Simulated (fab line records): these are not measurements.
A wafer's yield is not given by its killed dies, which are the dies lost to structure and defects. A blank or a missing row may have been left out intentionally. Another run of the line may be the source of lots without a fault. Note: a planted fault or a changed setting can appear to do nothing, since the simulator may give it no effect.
Chamber matching	flow nand_harc	NHARC_A_STAIRCASE_TRIM_20 on rie_diel-05 has 4 sister chambers
The step chemistry O2, time 211.2 s. 18 wafers are shown with their chamber, then 9 later ones without.

== EACH WAFER AND ITS CHAMBER ==
wafer	chamber	showerhead_plenum_p_Torr (Torr)	drypump_motor_current_A (A)	rf_vpp_V (V)
L074.1	3	3.42	5.3	56.7
L074.2	2	3.72	4.9	59.4
L074.6	1	3.34	6.1	57.8
L075.1	3	3.42	5.3	57.9
L075.3	2	3.72	4.9	58.6
L075.6	0	3.60	5.3	57.0
L077.1	1	3.34	6.1	56.9
L077.5	2	3.72	4.9	57.6
L077.6	1	3.34	6.1	56.4
L082.1	3	3.41	5.3	56.5
L082.2	0	3.59	5.2	58.7
L082.4	1	3.33	6.1	56.9
L083.1	3	3.41	5.3	57.2
L083.5	2	3.71	4.8	57.4
L083.6	1	3.33	6.1	56.4
L086.1	0	3.59	5.2	57.0
L086.2	3	3.40	5.3	57.4
L086.3	2	3.70	4.9	57.7

SIGNATURES (means of the wafers above)
reading	chamber 0	chamber 1	chamber 2	chamber 3	scatter within a chamber
showerhead_plenum_p_Torr	3.5933	3.3360	3.7140	3.4120	0.0075
drypump_motor_current_A	5.233	6.100	4.880	5.300	0.0324
rf_vpp_V	57.567	56.880	58.140	57.140	0.723
Rule: distance of a wafer from a chamber = root of the sum over the readings of ((wafer's reading minus chamber's mean) / reading's scatter) squared. If the next closest chamber is less than 2 further off than the closest, the wafer can't be placed; otherwise it belongs to the closest. The scatter: the root of (the sum of the squares of (reading less its chamber's mean) over the shown wafers, divided by (wafers less chambers)).

== WAFERS WITH NO CHAMBER GIVEN ==
wafer	showerhead_plenum_p_Torr (Torr)	drypump_motor_current_A (A)	rf_vpp_V (V)
L085.2	3.58	5.2	58.7
L085.4	3.70	4.9	58.6
L085.5	3.70	4.9	57.3
L089.3	3.58	5.3	58.4
L089.5	3.40	5.3	57.9
L089.6	3.70	4.8	59.4
L095.1	3.32	6.1	58.5
L095.2	3.57	5.3	59.5
L095.5	3.57	5.3	56.6

== WHICH CHAMBER EACH WENT THROUGH ==
wafer	from the rows above	in truth
L085.2	0	0
L085.4	2	2
L085.5	2	2
L089.3	0	0
L089.5	3	3
L089.6	2	2
L095.1	1	1
L095.2	0	0
L095.5	0	0
Placed correctly: 9 of 9. Not placeable from these rows: 0. Wrongly placed: 0.
